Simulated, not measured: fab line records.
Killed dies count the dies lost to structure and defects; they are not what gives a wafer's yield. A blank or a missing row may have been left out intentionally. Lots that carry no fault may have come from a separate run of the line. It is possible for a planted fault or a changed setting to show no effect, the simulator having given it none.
Matching of chambers	flow n5 finfet	4 sister chambers for N5_HKMG_FIN_ALD_79 on ald metal-03
The step deposits TiN, target thk 1.5 nm, pulse time 1 s, purge time 3 s. 4 wafers are shown with their chamber, then 7 later ones without.

== WAFERS PAIRED WITH THEIR CHAMBERS ==
wafer	chamber	heater power w (W)
L665.1	2	731
L668.4	1	1036
L673.3	3	824
L673.4	0	860

== WAFERS WITHOUT THEIR CHAMBER ==
wafer	heater power w (W)
L673.6	873
L680.1	795
L680.4	825
L680.6	717
L683.1	717
L683.2	1018
L683.6	884

== EACH ONE'S CHAMBER ==
wafer	from the rows above	in truth
L673.6	can't be placed: 0 or 3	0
L680.1	can't be placed: 3 or 2 or 0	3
L680.4	can't be placed: 3 or 0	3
L680.6	2	2
L683.1	2	2
L683.2	1	1
L683.6	can't be placed: 0 or 3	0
Correctly placed: 3 of 7. Unplaceable from these rows: 4, with the true chamber sitting among the candidates in 4. Number placed wrongly: 0.
How it was worked out, from the rows above alone: a wafer's distance from a chamber is the root of the sum, over the readings, of the square of ((its reading less the chamber's mean) divided by the reading's scatter). The wafer belongs to the nearest chamber; if the next one is less than 2 further off, it can't be placed. Each chamber's mean is taken over the wafers shown for it. The scatter: root of mean squared gap, hidden wafer to nearest shown wafer, with one shown wafer a chamber.
